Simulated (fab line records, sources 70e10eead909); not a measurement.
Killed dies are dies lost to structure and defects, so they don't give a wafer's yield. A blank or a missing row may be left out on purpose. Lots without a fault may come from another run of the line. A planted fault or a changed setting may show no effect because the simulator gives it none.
Problem report in the 8D (eight disciplines) form, filled by code | flow nand_harc | the parts of the form that need people (team, actions taken, sign-off) are left out

1. THE PROBLEM
oes_product_au at NHARC_A_CHANNEL_HOLE_D1_ETCH_39 reads a mean of 0.889 a.u. on 6 wafers of 2 lots; wafers without a fault read 0.999 a.u. with a standard deviation of 0.0079. That is -14 standard deviations from the usual mean.
The step: etches the open film in N2/H2, target depth 260 nm, time 325 s.
First seen on wafer L235.3, day 11 15:42, on rie_diel-02. The record holds 36 wafers of 12 lots with a number at this step. Rule for "out", or "out of limits": more than 4 standard deviations from the usual mean. The other wafers with a number count as sound.

2. WHAT IT IS AND WHAT IT IS NOT
question                    | is                     | is not
which readings at this step | oes_product_au         | drypump_motor_current_A, n2_flow_sccm, rf_fwd_power_W, rf_vpp_V, showerhead_plenum_p_Torr, throttle_valve_pct
which lots                  | L235, L236             | L228, L229, L242, L244, L246, L247, L248, L249, L250, L251
which wafers of those lots  | all that have a number | -
read on which tools         | rie_diel-02            | rie_diel-11, rie_diel-12
when                        | from day 11 15:42      | up to then (6 sound wafers); but 24 sound wafers of L242, L244, L246, L247, L248, L249, L250, L251 came after

3. SUSPECTS, AND WHAT RULES EACH OUT
Counting: a tool at a process step up to the reading stays a suspect if it ran every lot that is out and no sound lot after the first of them.
- rie_diel-02 at NHARC_A_CHANNEL_HOLE_D1_ETCH_39 (etches the open film in N2/H2, target depth 260 nm, time 325 s): ruled out as a lasting fault. Sound lots L244, L246, L247, L249, L251 ran on it after its first lot that is out, L235 (day 11 15:42).
Left after counting: nothing in the record.

4. THE CAUSE (what the simulator had put in)
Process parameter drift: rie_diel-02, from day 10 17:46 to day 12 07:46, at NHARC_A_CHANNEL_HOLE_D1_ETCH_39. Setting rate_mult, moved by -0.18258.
Counting ruled it out, wrongly.

5. THE CHAIN OF EFFECTS, in route order
Each row: a reading whose mean over the struck wafers that have a number lies more than 3 standard deviations from the usual. Only readings for which the record gives a usual standard deviation are gone through. hours: the time from each lot's start at the first step in this table that gives one to its start at this step, as a median over the lots. sigmas: the change in usual standard deviations.
hours | step                            | reading        | usual      | on struck wafers | change | sigmas
0     | NHARC_A_CHANNEL_HOLE_D1_ETCH_39 | oes_product_au | 0.999 a.u. | 0.889            | -0.110 | -14
The process steps in it:
- NHARC_A_CHANNEL_HOLE_D1_ETCH_39: etches the open film in N2/H2, target depth 260 nm, time 325 s.

6. WHAT WOULD HAVE CAUGHT IT SOONER
In this record the first reading out of limits was taken at day 11 15:42, 22 hours after the fault began at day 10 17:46.
